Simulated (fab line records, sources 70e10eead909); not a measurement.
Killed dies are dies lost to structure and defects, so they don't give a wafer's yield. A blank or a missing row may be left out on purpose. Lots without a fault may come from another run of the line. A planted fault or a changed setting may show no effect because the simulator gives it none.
Chamber matching | flow nand_harc | NHARC_A_CHANNEL_FILL_D1_ETCHBACK_20 on rie_diel-10: 4 sister chambers
The step etches the open film in C4F8/O2/Ar, target depth 27 nm, time 13.5 s. 4 wafers are shown with their chamber, then 8 later ones without.

WAFERS WITH THEIR CHAMBER
wafer  | chamber | rf_vpp_V (V)
L648.1 | 0       | 983
L653.1 | 3       | 981
L657.6 | 1       | 978
L658.4 | 2       | 974

WAFERS WITHOUT THEIR CHAMBER
wafer  | rf_vpp_V (V)
L658.5 | 982
L658.6 | 978
L659.1 | 983
L659.2 | 979
L659.5 | 977
L660.1 | 974
L660.2 | 984
L660.5 | 974

WHICH CHAMBER EACH WENT THROUGH
wafer  | from the rows above     | in truth
L658.5 | can't be placed: 0 or 3 | 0
L658.6 | 1                       | 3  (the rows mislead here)
L659.1 | 0                       | 0
L659.2 | can't be placed: 1 or 3 | 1
L659.5 | 1                       | 1
L660.1 | 2                       | 2
L660.2 | 0                       | 0
L660.5 | 2                       | 2
Placed correctly: 5 of 8. Can't be placed from these rows: 2 (the true chamber is among the candidates in 2). Placed wrongly: 1.
How it was worked out, from the rows above alone: a wafer's distance from a chamber is the root of the sum, over the readings, of the square of ((its reading less the chamber's mean) divided by the reading's scatter). The wafer belongs to the nearest chamber; if the next one is less than 2 further off, it can't be placed. A chamber's mean is the mean of its shown wafers. The scatter: with one shown wafer a chamber, the root of the mean of the squares of how far each hidden wafer lies from its nearest shown one.
